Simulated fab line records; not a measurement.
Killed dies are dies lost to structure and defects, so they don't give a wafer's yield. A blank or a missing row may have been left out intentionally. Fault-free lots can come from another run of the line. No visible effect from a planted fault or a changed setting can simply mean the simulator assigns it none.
A lot that was struck, set against a sound lot || flow n5_finfet || 37 out of 1938 route steps
Sound: these wafers, L576.2, L576.4, L576.6. Struck: wafer L567.1. (L567.2, L567.4 of the same lot were not struck and are left out.) The cause comes at the end.
Per side, at each step with rows, come the tool, then ch with its chambers, and then its first start. Under that, the readings that differ: sound wafers || struck wafers || difference of the means || sigmas: that difference in standard deviations of wafers without a fault.
alike: words and numbers the same on both sides, and readings whose means are apart by under 2 such deviations; not compared: readings that were withheld, readings missing a value for some wafer, numbers with overlapping values and no deviation given by the record, and bounds like >300 which may hide the same value.
A row with sigmas, a row that says differs or no value, or rows on one side alone: a step with any of these is where the two part. When numbers do not overlap yet have no deviation, they are printed without sigmas and do not part them. A reading missing from all wafers of one side parts the sides only when that side holds two or more wafers.

first, 9 steps without rows for these wafers: N5_BEOL_M10_PEB_26 (peb time 60 s); N5_BEOL_M10_DEVELOP_27 (develop time 30 s); N5_BEOL_M10_DESCUM_33 (chemistry O2, time 7.9 s); N5_BEOL_M10_ETCH_65 (etches SiARC in CF4, target depth 39 nm, time 65 s); N5_BEOL_M10_ETCH_66 (etches SOC in N2/H2, target depth 120 nm, overetch 24 nm, time 180 s); N5_BEOL_M10_STRIP_69 (strips in N2/H2); N5_BEOL_M10_VIA_ETCH_34 (etches SiCOH lowk in C4F6/O2, target depth 184.5 nm, time 69.2 s); N5_BEOL_M10_STRIP_73 (strips in C4F6/O2); N5_BEOL_M10_STRIP_36 (strips in N2/H2).
N5_BEOL_M10_TRENCH_ETCH_37: etches SiCOH lowk in C4F6/O2, target depth 148.83 nm, time 48 s.
  sound on rie_diel-02 ch 0,1,2, day 16 06:18; struck on rie_diel-06 ch 0, day 13 18:59
{"reading": "oes_ar_750_au (a.u.)", "sound": "0.78 0.77 0.78", "struck": 1.08, "difference": "+0.30", "sigmas": "+6"}
{"reading": "oes_f_703_au (a.u.)", "sound": "0.77 0.79 0.79", "struck": 1.45, "difference": "+0.67", "sigmas": "+13"}
{"reading": "oes_o_777_au (a.u.)", "sound": "0.77 0.78 0.82", "struck": 1.36, "difference": "+0.57", "sigmas": "+11"}
{"reading": "oes_product_au (a.u.)", "sound": "0.77 0.76 0.77", "struck": 0.94, "difference": "+0.17", "sigmas": "+3"}
{"reading": "rf_fwd_power_W (W)", "sound": "342.1 339.4 340.2", "struck": 548.9, "difference": "+208.3", "sigmas": "+99 or more"}
{"reading": "rf_vpp_V (V)", "sound": "658 660 654", "struck": 532, "difference": -125, "sigmas": -18}
{"reading": "model.BEOL_M10.feature_depth_nm (nm)", "sound": "148.2 148.8 148", "struck": 179.4, "difference": "+31.1", "sigmas": ""}
{"reading": "model.etch.depth_nm (nm)", "sound": "148.1 148.8 148", "struck": 179.5, "difference": "+31.2", "sigmas": ""}
{"reading": "model.TiN_of_BEOL_M10_HM_DEP_02.thk_nm (nm)", "sound": "15.8 16.2 15.6", "struck": 15.4, "difference": -0.5, "sigmas": ""}
  alike: bias_w, drypump_motor_current_A, showerhead_plenum_p_Torr, throttle_valve_pct
  not compared: rf_hours_counter_h
then, 2 steps without rows for these wafers: N5_BEOL_M10_ETCH_41 (etches SiCN in CH3F/O2, target depth 42.6 nm, time 86 s); N5_BEOL_M10_STRIP_77 (strips in N2/H2, time 10 s).
N5_BEOL_M10_OCD_MEAS_38:
  sound on ocd-01, day 16 06:29; struck on ocd-01, day 13 19:10
{"reading": "trench_depth_nm (nm)", "sound": "148.5 149.0 147.4", "struck": 179.6, "difference": "+31.3", "sigmas": "+17"}
then, 13 steps without rows for these wafers: N5_BEOL_M10_HM_STRIP_39 (strips TiN in peroxide tin strip, target depth 25 nm, time 158 s); N5_BEOL_M10_SRD_40 (time 30 s); N5_BEOL_M10_PRECLEAN_42 (cleans in residue remover, time 60 s); N5_BEOL_M10_SRD_43 (time 30 s); N5_BEOL_M10_CURE_72 (cures SiCOH lowk, time 120 s); N5_BEOL_M10_DEGAS_44 (time 60 s); N5_BEOL_M10_PRE_CLEAN_45 (time 30 s); N5_BEOL_M10_ALD_74 (deposits TaN, target thk 2 nm, pulse time 2 s, purge time 3 s); N5_BEOL_M10_SURFACE_TREAT_76; N5_BEOL_M10_CVD_75 (deposits Co from CCTBA/H2, target thk 2 nm, time 138.9 s); N5_BEOL_M10_SPUTTER_48 (material Cu, target thk 12 nm, time 2 s); N5_BEOL_M10_ECD_50 (material Cu, target thk 318 nm); N5_BEOL_M10_ANNEAL_51 (time 90 s).
N5_BEOL_M10_CMP_52: polishes, stops on SiCOH lowk, t overpolish 7 s, target thk 140 nm.
  sound on cmp-03 ch 0,2, day 16 08:44; struck on cmp-01 ch 0, day 13 21:25
{"reading": "model.Cu_of_BEOL_M10_ECD_50.thk_nm (nm)", "sound": "138 139.8 139.2", "struck": 172.2, "difference": "+33.2", "sigmas": ""}
  alike: barrier_field_endpoint_s, clearing_platen_down_force_psi, clearing_platen_rpm, motor_current_A, overpolish_run_s, time_to_endpoint_s
  not compared: pad_life_wafers
N5_BEOL_M10_THK_MEAS_53: measures by xrf.
  sound on film_metro-01, day 16 09:02; struck on film_metro-01, day 13 21:41
{"reading": "M10_THK (nm)", "sound": "134.0 135.4 134.7", "struck": 166.1, "difference": "+31.4", "sigmas": "+15"}
then, 2 steps without rows for these wafers: N5_BEOL_M10_PRE_CLEAN_55 (time 15 s); N5_BEOL_M10_DEP_56 (deposits SiCN from 3MS/NH3, target thk 15 nm, time 26.5 s).
N5_BEOL_M10_RS_MEAS_57: the measuring method here is four-point-probe.
  sound on film_metro-02, day 16 09:10; struck on film_metro-01, day 13 21:49
{"reading": "M10_RS (ohm/sq)", "sound": "0.1534 0.1510 0.1519", "struck": 0.1204, "difference": -0.0317, "sigmas": -12}
then, 5 steps without rows for these wafers: N5_BEOL_M11_ILD_DEP_00 (deposits SiCOH lowk from DEMS/porogen, target thk 308.51 nm, time 58 s); N5_BEOL_M11_CURE_71 (cures SiCOH lowk, time 240 s); N5_BEOL_M11_PECVD_70 (deposits SiO2 from TEOS/O2, target thk 20 nm, time 22.7 s); N5_BEOL_M11_HM_DEP_02 (deposits TiN, target thk 20 nm); N5_BEOL_M11_COAT_59 (time 60 s, resist thk 100 nm).
N5_BEOL_M15_RC_MEAS_101:
  sound on prober-01 ch 0, day 17 14:39; struck on prober-02 ch 0, day 15 03:19
{"reading": "COMB_M7 (S/m)", "sound": "3e-11 3.6e-11 2.8e-11", "struck": 1.9e-11, "difference": -1.2e-11, "sigmas": -2}
{"reading": "SERP_M10 (ohm/um)", "sound": "3.17 3.10 3.12", "struck": 2.48, "difference": -0.65, "sigmas": -9}
{"reading": "SERP_M10_max_site (ohm/um)", "sound": "3.28 3.19 3.21", "struck": 2.56, "difference": -0.67, "sigmas": -8}
  alike: COMB_M11, COMB_M12, COMB_M13, COMB_M14, COMB_M15, COMB_M5, COMB_M6, COMB_M8, COMB_M9, SERP_M11, SERP_M12, SERP_M13, SERP_M14, SERP_M5, SERP_M6, SERP_M7, SERP_M8, SERP_M9, SERP_M9_max_site

== WHERE THEY PART ==
Last at N5_BEOL_M15_RC_MEAS_101 as far as this record goes, first at N5_BEOL_M10_TRENCH_ETCH_37.

WHY: what the simulator had put in
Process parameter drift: rie_diel-06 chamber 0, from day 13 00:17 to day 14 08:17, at N5_BEOL_M10_TRENCH_ETCH_37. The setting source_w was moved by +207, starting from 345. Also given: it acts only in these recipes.
